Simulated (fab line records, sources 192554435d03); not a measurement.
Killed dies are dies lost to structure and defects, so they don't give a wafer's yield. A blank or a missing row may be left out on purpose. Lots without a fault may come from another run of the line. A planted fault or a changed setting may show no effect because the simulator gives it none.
Chamber matching | flow n5_finfet | N5_BEOL_M4_CO_CAP_55 on cvd_co-02: 3 sister chambers
The step material Co, precursor CCTBA/H2, target thk 2 nm, time 102.1 s. 6 wafers are shown with their chamber, then 7 later ones without.

WAFERS WITH THEIR CHAMBER
wafer  | chamber | heater_power_w (W)
L416.6 | 2       | 275
L417.2 | 1       | 228
L417.4 | 1       | 222
L417.6 | 0       | 268
L421.1 | 0       | 272
L421.2 | 2       | 278

WAFERS WITHOUT THEIR CHAMBER
wafer  | heater_power_w (W)
L421.3 | 224
L422.1 | 226
L422.2 | 287
L422.5 | 277
L423.1 | 229
L423.4 | 276
L423.5 | 223

WHICH CHAMBER EACH WENT THROUGH
wafer  | from the rows above     | in truth
L421.3 | 1                       | 1
L422.1 | 1                       | 1
L422.2 | 2                       | 2
L422.5 | 2                       | 2
L423.1 | 1                       | 1
L423.4 | can't be placed: 2 or 0 | 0
L423.5 | 1                       | 1
Placed correctly: 6 of 7. Can't be placed from these rows: 1 (the true chamber is among the candidates in 1). Placed wrongly: 0.
How it was worked out, from the rows above alone: a wafer's distance from a chamber is the root of the sum, over the readings, of the square of ((its reading less the chamber's mean) divided by the reading's scatter). The wafer belongs to the nearest chamber; if the next one is less than 2 further off, it can't be placed. A chamber's mean is the mean of its shown wafers. The scatter: the root of (the sum of the squares of (reading less its chamber's mean) over the shown wafers, divided by (wafers less chambers)).
